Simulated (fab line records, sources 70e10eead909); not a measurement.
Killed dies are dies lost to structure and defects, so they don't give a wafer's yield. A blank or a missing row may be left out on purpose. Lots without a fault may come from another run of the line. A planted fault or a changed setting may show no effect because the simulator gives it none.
fab line records | flow nand_harc | part 1 of 2: steps 1 to 15 of 23
record lots=5 wafers=15 last_day=26
route steps=1159 shown A_CONTACT@899
lots that met no fault: from a run of the same line without faults
start_h: hours from the record's first day to the start of the lot's first wafer shown | wait_h: hours since the lot's step before | " the same as in the row above | L1.1+2: a row that stands for several wafers | - no value, or no start given | * or withheld: withheld | < > ~ a bound
route shown NAME@n: a module of which the file shows steps, and the number in the route of the first | usual: mean/standard deviation of fault-free wafers | same: alike in all rows | chamber/n: place in a boat | sites: the reading at each site | _std_site: their standard deviation | _edge_site: outer sites' mean less inner sites' | radius_mm: how far each site lies from the wafer's centre | mask NAME#n: copy n | behind: the tool/chamber that last shaped the wafer | hold: why the lot was held/for how many hours/how that ended | device: the transistor (n, p or np) that didn't switch | end of line: the same wafers' tests at the end of the route | a step without rows: its recipe alone | killed: dies lost to structure and defects at the first sort, not the wafer's yield | map: a wafer's dies, x killed, . not, _ none there
set.NAME: the setting as run; set.NAME@STEP: as run at that earlier step | model.NAME: the simulator's own value behind a step, which no gauge read
lots at some steps of the route; a table a step, a row a wafer
services: from which hour (start_h, from the record's first day; less than 0 if before it) a tool's chamber was out of use, for how many hours, and why
## steps
# step NHARC_A_CONTACT_DESCUM_74
# recipe time_s=3 o2_flow_sccm=200 ar_flow_sccm=0 bias_power_w=0 chemistry=O2
# usual drypump_motor_current_A=5.8/0.55 oes_product_au=1.005/0.011 rf_vpp_V=57.6/0.93 showerhead_plenum_p_Torr=1.92/0.074 throttle_valve_pct=11.311/0.0097
# columns lot.wafer tool chamber start_h wait_h drypump_motor_current_A oes_product_au rf_hours_counter_h rf_vpp_V showerhead_plenum_p_Torr throttle_valve_pct
L075.2 rie_diel-07 0 385.59 0.1 6.7 1.003 58 58.1 1.83 11.309
L075.1 " 1 " " 4.7 0.999 59 57.2 1.85 11.326
L075.6 " 2 " " 5.9 1.022 - 57.7 1.99 11.314
L077.4 rie_diel-13 2 398.64 0.1 6.1 1.011 20 58.0 1.81 11.319
L077.2 " 3 " " 6.2 0.992 21 58.2 1.98 11.307
L077.1 " 0 " " 5.6 0.992 23 57.4 1.91 11.313
L086.1 rie_diel-07 0 455.98 0.1 6.7 1.015 10 57.3 1.83 11.312
L086.5 " 1 " " 4.7 0.989 - 58.3 1.84 11.324
L086.6 " 3 " " 5.6 1.012 - 57.5 2.04 11.303
L095.3 rie_diel-11 0 501.73 0.1 5.8 1.010 52 57.0 1.91 11.308
L095.5 " 3 " " 6.6 1.002 - 59.3 1.94 11.315
L095.6 " 0 " " 5.8 1.010 - 57.9 1.91 11.311
L093.1 rie_diel-11 0 512.45 0.1 5.8 1.002 54 57.0 1.91 11.297
L093.2 " 1 " " 5.5 0.988 56 57.6 1.97 11.330
L093.3 " 2 " " 5.5 1.010 53 57.9 2.06 11.315
# step NHARC_A_CONTACT_ETCH_75
# recipe target_depth_a=390 over_etch_frac=0.3 time_s=65 ion_energy_ev=80 cf4_flow_sccm=150 ar_flow_sccm=0 rf_w=300 bias_w=100 chemistry=CF4
# usual drypump_motor_current_A=5.8/0.55 oes_product_au=1.007/0.013 rf_fwd_power_W=297.3/0.95 rf_vpp_V=151.3/1.2 showerhead_plenum_p_Torr=1.77/0.064 throttle_valve_pct=13.285/0.008
# same over_etch_frac=0.3
# columns lot.wafer tool chamber start_h wait_h drypump_motor_current_A oes_product_au rf_fwd_power_W rf_hours_counter_h rf_vpp_V showerhead_plenum_p_Torr throttle_valve_pct
L075.2 rie_diel-07 2 385.68 0.1 6.0 1.016 297.8 53 151.0 1.84 13.278
L075.1 " 0 " " 6.7 0.993 297.7 58 150.1 1.70 13.274
L075.6 " 1 " " 4.8 1.015 298.6 - 149.0 1.71 13.285
L077.2 rie_diel-13 2 398.73 0.1 6.0 1.030 297.0 20 151.7 1.68 13.289
L077.4 " 0 " " 5.6 0.999 296.1 23 150.8 1.77 13.284
L077.1 " 1 " " 5.2 1.019 296.7 23 150.7 1.79 13.272
L086.1 rie_diel-07 3 456.18 0.2 5.6 1.007 297.2 11 153.5 1.87 13.267
L086.5 " 1 " " 4.8 0.986 296.9 - 150.0 1.71 13.286
L086.6 " 3 " " 5.5 1.003 297.0 - 153.1 1.88 13.279
L095.3 rie_diel-11 1 502.01 0.3 5.5 0.989 298.0 54 152.1 1.82 13.280
L095.5 " 3 " " 6.6 1.006 298.3 - 151.4 1.79 13.284
L095.6 " 0 " " 5.8 1.007 295.3 - 152.2 1.77 13.275
L093.1 rie_diel-11 1 512.53 0.1 5.5 0.981 299.0 56 152.1 1.82 13.282
L093.3 " 2 " " 5.5 1.018 298.5 53 153.4 1.89 13.282
L093.2 " 3 " " 6.6 1.003 297.1 51 153.1 1.79 13.275
# step NHARC_A_CONTACT_ETCH_76
# recipe target_depth_a=2600 over_etch_frac=0.3 time_s=475.3 ion_energy_ev=200 n2_flow_sccm=150 h2_flow_sccm=150 ar_flow_sccm=0 rf_w=400 bias_w=150 chemistry=N2/H2
# usual drypump_motor_current_A=5.8/0.54 oes_product_au=1.006/0.013 rf_fwd_power_W=399.4/1.2 rf_vpp_V=430.6/2.4 showerhead_plenum_p_Torr=2.04/0.082 throttle_valve_pct=14.172/0.0086
# same over_etch_frac=0.3
# columns lot.wafer tool chamber start_h wait_h drypump_motor_current_A oes_product_au rf_fwd_power_W rf_hours_counter_h rf_vpp_V showerhead_plenum_p_Torr throttle_valve_pct
L075.2 rie_diel-07 1 - - 4.8 1.016 399.3 59 428.6 1.97 14.181
L075.1 " 2 " " 6.0 1.025 399.4 53 434.5 2.13 14.168
L075.6 " 2 " " 6.0 1.024 397.8 - 432.0 2.13 14.175
L077.4 rie_diel-13 1 - - 5.2 1.011 397.7 23 429.9 2.07 14.170
L077.1 " 3 " " 6.2 0.995 400.6 22 432.5 2.12 14.176
L077.2 " 0 " " 5.5 0.993 400.4 23 431.1 2.04 14.164
L086.1 rie_diel-07 3 - - 5.5 1.010 400.5 11 433.8 2.18 14.171
L086.6 " 3 " " 5.5 1.005 399.8 - 433.9 2.18 14.167
L086.5 " 0 " " 6.7 0.996 399.8 - 428.1 1.94 14.174
L095.3 rie_diel-11 1 - - 5.5 0.984 399.8 54 430.8 2.11 14.170
L095.5 " 2 " " 5.5 1.028 400.1 - 432.9 2.20 14.182
L095.6 " 3 " " 6.6 0.996 400.3 - 433.2 2.07 14.168
L093.1 rie_diel-11 3 - - 6.6 1.000 399.2 51 429.7 2.07 14.182
L093.3 " 0 " " 5.8 1.008 400.5 54 430.4 2.04 14.176
L093.2 " 2 " " 5.5 1.022 398.5 53 433.9 2.20 14.172
# step NHARC_A_CONTACT_ETCH_77
# recipe target_depth_a=726 time_s=36.3 cf4_flow_sccm=100 chf3_flow_sccm=30 ar_flow_sccm=0 rf_w=500 bias_w=200 chemistry=CF4/CHF3
# usual drypump_motor_current_A=5.7/0.54 oes_product_au=0.940/0.019 rf_fwd_power_W=492.9/1.6 rf_vpp_V=370.8/2 showerhead_plenum_p_Torr=1.58/0.057 throttle_valve_pct=16.803/0.0093
# columns lot.wafer tool chamber start_h wait_h drypump_motor_current_A oes_product_au rf_fwd_power_W rf_hours_counter_h rf_vpp_V showerhead_plenum_p_Torr throttle_valve_pct
L075.1 rie_diel-07 0 - - 6.7 0.933 492.2 59 368.5 1.51 16.800
L075.2 " 1 " " 4.7 0.930 493.1 59 370.3 1.52 16.809
L075.6 " 2 " " 6.0 0.939 491.8 - 373.2 1.64 16.794
L077.1 rie_diel-13 0 - - 5.6 0.919 492.3 23 369.9 1.57 16.811
L077.2 " 1 " " 5.2 0.941 491.8 23 371.1 1.60 16.800
L077.4 " 2 " " 6.0 0.944 491.8 21 367.8 1.50 16.805
L086.1 rie_diel-07 0 - - 6.7 0.942 493.3 10 369.2 1.51 16.820
L086.6 " 0 " " 6.7 0.944 496.5 - 369.1 1.51 16.793
L086.5 " 1 " " 4.7 0.923 494.5 - 370.1 1.52 16.787
L095.3 rie_diel-11 1 - - 5.5 0.911 492.1 54 371.6 1.62 16.821
L095.6 " 0 " " 5.8 0.939 490.9 - 370.3 1.57 16.791
L095.5 " 1 " " 5.5 0.910 494.6 - 372.3 1.62 16.808
L093.1 rie_diel-11 2 - - 5.5 0.931 494.8 53 373.4 1.69 16.806
L093.2 " 3 " " 6.6 0.933 493.7 51 370.7 1.59 16.822
L093.3 " 1 " " 5.5 0.910 493.8 56 372.3 1.62 16.787
# step NHARC_A_CONTACT_ETCH_78
# recipe target_depth_a=28000 over_etch_frac=0.3 time_s=728 ion_energy_ev=150 o2_flow_sccm=400 cos_flow_sccm=20 ar_flow_sccm=0 rf_w=500 bias_w=300 chemistry=O2/COS
# usual drypump_motor_current_A=5.8/0.54 oes_product_au=1.006/0.012 rf_fwd_power_W=499.5/1.6 rf_vpp_V=314.2/1.8 showerhead_plenum_p_Torr=3.12/0.11 throttle_valve_pct=28.329/0.0099
# same over_etch_frac=0.3
# columns lot.wafer tool chamber start_h wait_h drypump_motor_current_A oes_product_au rf_fwd_power_W rf_hours_counter_h rf_vpp_V showerhead_plenum_p_Torr throttle_valve_pct
L075.2 rie_diel-07 2 - - 6.0 1.013 496.7 53 316.1 3.25 28.329
L075.1 " 0 " " 6.7 1.007 497.9 59 312.4 3.00 28.334
L075.6 " 0 " " 6.7 1.015 498.2 - 311.7 3.00 28.324
L077.1 rie_diel-13 1 - - 5.3 1.009 500.3 23 313.6 3.17 28.330
L077.4 " 2 " " 6.1 1.022 501.9 21 312.3 2.97 28.330
L077.2 " 3 " " 6.2 0.992 499.8 22 315.7 3.23 28.343
L086.1 rie_diel-07 3 - - 5.6 1.007 499.0 11 317.6 3.31 28.343
L086.6 " 0 " " 6.6 1.011 498.8 - 311.5 2.99 28.327
L086.5 " 1 " " 4.8 0.989 497.2 - 313.2 3.01 28.332
L095.3 rie_diel-11 2 - - 5.5 1.016 498.9 51 315.8 3.35 28.336
L095.6 " 1 " " 5.5 0.978 501.1 - 315.4 3.22 28.322
L095.5 " 2 " " 5.5 1.018 499.7 - 317.6 3.35 28.330
L093.1 rie_diel-11 3 - - 6.6 0.995 501.1 52 314.7 3.16 28.352
L093.2 " 0 " " 5.8 1.010 499.2 55 314.2 3.12 28.341
L093.3 " 1 " " 5.5 0.978 500.2 57 315.9 3.22 28.341
# step NHARC_A_CONTACT_ETCH_124
# recipe source_w=withheld pressure_mtorr=20 bias_v=withheld time_s=140 target_depth_a=7000 ar_flow_sccm=withheld c4f8_flow_sccm=withheld o2_flow_sccm=withheld chemistry=C4F8/O2/Ar
# usual oes_air_line_au=1.002/0.02
# columns lot.wafer tool chamber start_h wait_h oes_air_line_au rf_hours_counter_h
L075.1 har_cap_etch-01 0 386.93 - 0.992 57
L075.2 " 1 " " 0.984 57
L075.6 " 1 " " 1.010 -
L077.2 har_cap_etch-01 0 399.77 - 1.019 61
L077.1 " 1 " " 1.018 61
L077.4 " 1 " " 1.000 -
L086.1 har_cap_etch-03 1 457.48 - 0.981 101
L086.5 " 1 " " 0.979 -
L086.6 " 0 " " 0.998 -
L095.3 har_cap_etch-01 0 503.32 - 1.034 -
L095.5 " 0 " " 0.983 -
L095.6 " 1 " " 1.017 -
L093.2 har_cap_etch-03 0 513.66 - 1.031 109
L093.1 " 1 " " 1.028 109
L093.3 " 1 " " 1.006 -
# step NHARC_A_CONTACT_ETCH_125
# recipe source_w=withheld pressure_mtorr=20 bias_v=1200 time_s=155 target_depth_a=9560 ar_flow_sccm=withheld c4f8_flow_sccm=withheld o2_flow_sccm=withheld chemistry=C4F8/O2/Ar
# usual oes_air_line_au=1.000/0.02
# columns lot.wafer tool chamber start_h wait_h oes_air_line_au rf_hours_counter_h
L075.1 har_cap_etch-01 0 387.13 0.2 1.015 57
L075.2 " 1 " " 1.004 57
L075.6 " 1 " " 0.992 -
L077.2 har_cap_etch-01 0 399.97 0.2 1.024 61
L077.1 " 1 " " 0.990 61
L077.4 " 1 " " 0.978 -
L086.1 har_cap_etch-03 1 457.68 0.2 1.000 101
L086.5 " 1 " " 1.002 -
L086.6 " 0 " " 0.993 -
L095.3 har_cap_etch-01 0 503.50 0.1 0.995 -
L095.5 " 0 " " 1.006 -
L095.6 " 1 " " 1.008 -
L093.2 har_cap_etch-03 0 513.86 0.2 1.025 109
L093.1 " 1 " " 0.999 109
L093.3 " 1 " " 0.990 -
# step NHARC_A_CONTACT_ETCH_126
# recipe source_w=withheld pressure_mtorr=20 bias_v=1200 time_s=155 target_depth_a=9560 ar_flow_sccm=withheld c4f8_flow_sccm=withheld o2_flow_sccm=withheld chemistry=C4F8/O2/Ar
# usual oes_air_line_au=1.003/0.02
# columns lot.wafer tool chamber start_h wait_h oes_air_line_au rf_hours_counter_h
L075.1 har_cap_etch-01 0 387.28 0.1 1.003 57
L075.2 " 1 " " 1.024 57
L075.6 " 1 " " 1.002 -
L077.2 har_cap_etch-01 0 400.11 0.1 0.972 61
L077.1 " 1 " " 1.034 61
L077.4 " 1 " " 1.024 -
L086.1 har_cap_etch-03 1 457.82 0.1 1.042 101
L086.5 " 1 " " 1.010 -
L086.6 " 0 " " 1.005 -
L095.3 har_cap_etch-01 0 503.64 0.1 1.005 -
L095.5 " 0 " " 1.028 -
L095.6 " 1 " " 1.002 -
L093.2 har_cap_etch-03 0 514.00 0.1 1.039 109
L093.1 " 1 " " 1.014 109
L093.3 " 1 " " 1.009 -
# step NHARC_A_CONTACT_ETCH_127
# recipe source_w=withheld pressure_mtorr=20 bias_v=1200 time_s=155 target_depth_a=9560 ar_flow_sccm=withheld c4f8_flow_sccm=withheld o2_flow_sccm=withheld chemistry=C4F8/O2/Ar
# usual oes_air_line_au=1.000/0.02
# columns lot.wafer tool chamber start_h wait_h oes_air_line_au rf_hours_counter_h
L075.1 har_cap_etch-01 0 387.42 0.1 1.028 58
L075.2 " 1 " " 0.979 58
L075.6 " 1 " " 1.019 -
L077.2 har_cap_etch-01 0 400.25 0.1 1.030 61
L077.1 " 1 " " 1.022 61
L077.4 " 1 " " 0.953 -
L086.1 har_cap_etch-03 1 457.97 0.1 1.000 102
L086.5 " 1 " " 1.010 -
L086.6 " 0 " " 1.001 -
L095.3 har_cap_etch-01 0 503.79 0.1 1.012 -
L095.5 " 0 " " 0.989 -
L095.6 " 1 " " 1.058 -
L093.2 har_cap_etch-03 0 514.14 0.1 1.029 109
L093.1 " 1 " " 0.979 109
L093.3 " 1 " " 0.998 -
# step NHARC_A_CONTACT_ETCH_128
# recipe source_w=withheld pressure_mtorr=20 bias_v=1200 time_s=155 target_depth_a=9560 ar_flow_sccm=withheld c4f8_flow_sccm=withheld o2_flow_sccm=withheld chemistry=C4F8/O2/Ar
# usual oes_air_line_au=1.000/0.02
# columns lot.wafer tool chamber start_h wait_h oes_air_line_au rf_hours_counter_h
L075.1 har_cap_etch-01 0 387.56 0.1 1.013 58
L075.2 " 1 " " 1.002 58
L075.6 " 1 " " 0.999 -
L077.2 har_cap_etch-01 0 400.39 0.1 1.052 61
L077.1 " 1 " " 1.024 61
L077.4 " 1 " " 0.984 -
L086.1 har_cap_etch-03 1 458.11 0.1 0.983 102
L086.5 " 1 " " 1.022 -
L086.6 " 0 " " 0.992 -
L095.3 har_cap_etch-01 0 503.93 0.1 1.027 -
L095.5 " 0 " " 1.057 -
L095.6 " 1 " " 1.024 -
L093.2 har_cap_etch-03 0 514.28 0.1 0.978 109
L093.1 " 1 " " 1.011 109
L093.3 " 1 " " 1.005 -
# step NHARC_A_CONTACT_ETCH_129
# recipe source_w=withheld pressure_mtorr=20 bias_v=1200 time_s=155 target_depth_a=9560 ar_flow_sccm=withheld c4f8_flow_sccm=withheld o2_flow_sccm=withheld chemistry=C4F8/O2/Ar
# usual oes_air_line_au=1.000/0.019
# columns lot.wafer tool chamber start_h wait_h oes_air_line_au rf_hours_counter_h
L075.1 har_cap_etch-01 0 387.70 0.1 0.971 58
L075.2 " 1 " " 0.989 58
L075.6 " 1 " " 1.029 -
L077.2 har_cap_etch-01 0 400.53 0.1 1.002 61
L077.1 " 1 " " 1.015 61
L077.4 " 1 " " 0.999 -
L086.1 har_cap_etch-03 1 458.25 0.1 1.017 102
L086.5 " 1 " " 0.999 -
L086.6 " 0 " " 1.001 -
L095.3 har_cap_etch-01 0 504.07 0.1 0.974 -
L095.5 " 0 " " 0.972 -
L095.6 " 1 " " 0.999 -
L093.2 har_cap_etch-03 0 514.43 0.1 1.003 110
L093.1 " 1 " " 0.989 110
L093.3 " 1 " " 0.992 -
# step NHARC_A_CONTACT_ETCH_130
# recipe source_w=withheld pressure_mtorr=20 bias_v=1200 time_s=155 target_depth_a=9560 ar_flow_sccm=withheld c4f8_flow_sccm=withheld o2_flow_sccm=withheld chemistry=C4F8/O2/Ar
# usual oes_air_line_au=0.999/0.022
# columns lot.wafer tool chamber start_h wait_h oes_air_line_au rf_hours_counter_h
L075.1 har_cap_etch-01 0 387.84 0.1 0.975 58
L075.2 " 1 " " 0.985 58
L075.6 " 1 " " 1.006 -
L077.2 har_cap_etch-01 0 400.67 0.1 1.038 61
L077.1 " 1 " " 0.997 61
L077.4 " 1 " " 1.025 -
L086.1 har_cap_etch-03 1 458.39 0.1 0.968 102
L086.5 " 1 " " 0.958 -
L086.6 " 0 " " 0.962 -
L095.3 har_cap_etch-01 0 504.21 0.1 1.009 -
L095.5 " 0 " " 0.988 -
L095.6 " 1 " " 1.031 -
L093.2 har_cap_etch-03 0 514.57 0.1 0.988 110
L093.1 " 1 " " 1.020 110
L093.3 " 1 " " 0.986 -
# step NHARC_A_CONTACT_ETCH_131
# recipe source_w=withheld pressure_mtorr=20 bias_v=1200 time_s=155 target_depth_a=9560 ar_flow_sccm=withheld c4f8_flow_sccm=withheld o2_flow_sccm=withheld chemistry=C4F8/O2/Ar
# usual oes_air_line_au=1.000/0.019
# columns lot.wafer tool chamber start_h wait_h oes_air_line_au rf_hours_counter_h
L075.1 har_cap_etch-01 0 387.98 0.1 1.003 58
L075.2 " 1 " " 0.983 58
L075.6 " 1 " " 1.037 -
L077.2 har_cap_etch-01 0 400.81 0.1 1.032 61
L077.1 " 1 " " 1.032 61
L077.4 " 1 " " 1.021 -
L086.1 har_cap_etch-03 1 458.53 0.1 1.003 102
L086.5 " 1 " " 1.001 -
L086.6 " 0 " " 0.985 -
L095.3 har_cap_etch-01 0 504.36 0.1 1.015 -
L095.5 " 0 " " 1.023 -
L095.6 " 1 " " 0.982 -
L093.2 har_cap_etch-03 0 514.71 0.1 1.003 110
L093.1 " 1 " " 0.964 110
L093.3 " 1 " " 0.959 -
# step NHARC_A_CONTACT_ETCH_132
# recipe source_w=withheld pressure_mtorr=20 bias_v=1200 time_s=156 target_depth_a=9580 ar_flow_sccm=withheld c4f8_flow_sccm=withheld o2_flow_sccm=withheld chemistry=C4F8/O2/Ar
# usual oes_air_line_au=1.004/0.022
# columns lot.wafer tool chamber start_h wait_h oes_air_line_au rf_hours_counter_h
L075.1 har_cap_etch-01 0 388.12 0.1 1.015 58
L075.2 " 1 " " 0.991 58
L075.6 " 1 " " 1.014 -
L077.2 har_cap_etch-01 0 400.96 0.1 1.017 62
L077.1 " 1 " " 0.992 62
L077.4 " 1 " " 0.962 -
L086.1 har_cap_etch-03 1 458.67 0.1 1.018 102
L086.5 " 1 " " 1.028 -
L086.6 " 0 " " 1.023 -
L095.3 har_cap_etch-01 0 504.50 0.1 1.044 -
L095.5 " 0 " " 1.010 -
L095.6 " 1 " " 1.035 -
L093.2 har_cap_etch-03 0 514.86 0.1 0.988 110
L093.1 " 1 " " 1.000 110
L093.3 " 1 " " 0.986 -
# step NHARC_A_CONTACT_ETCH_133
# recipe source_w=withheld pressure_mtorr=20 bias_v=400 time_s=195 target_depth_a=8400 ar_flow_sccm=withheld c4f8_flow_sccm=11.5 o2_flow_sccm=7.2 chemistry=C4F8/O2/Ar
# usual oes_air_line_au=1.004/0.022
# columns lot.wafer tool chamber start_h wait_h oes_air_line_au rf_hours_counter_h
L075.1 har_cap_etch-01 0 388.27 0.1 0.985 58
L075.2 " 1 " " 0.981 58
L075.6 " 1 " " 0.981 -
L077.2 har_cap_etch-01 0 401.10 0.1 0.998 62
L077.1 " 1 " " 1.021 62
L077.4 " 1 " " 1.024 -
L086.1 har_cap_etch-03 1 458.82 0.1 1.026 102
L086.5 " 1 " " 1.026 -
L086.6 " 0 " " 0.974 -
L095.3 har_cap_etch-01 0 504.68 0.2 1.021 -
L095.5 " 0 " " 0.986 -
L095.6 " 1 " " 0.976 -
L093.2 har_cap_etch-03 0 515.00 0.1 0.968 110
L093.1 " 1 " " 0.997 110
L093.3 " 1 " " 1.021 -
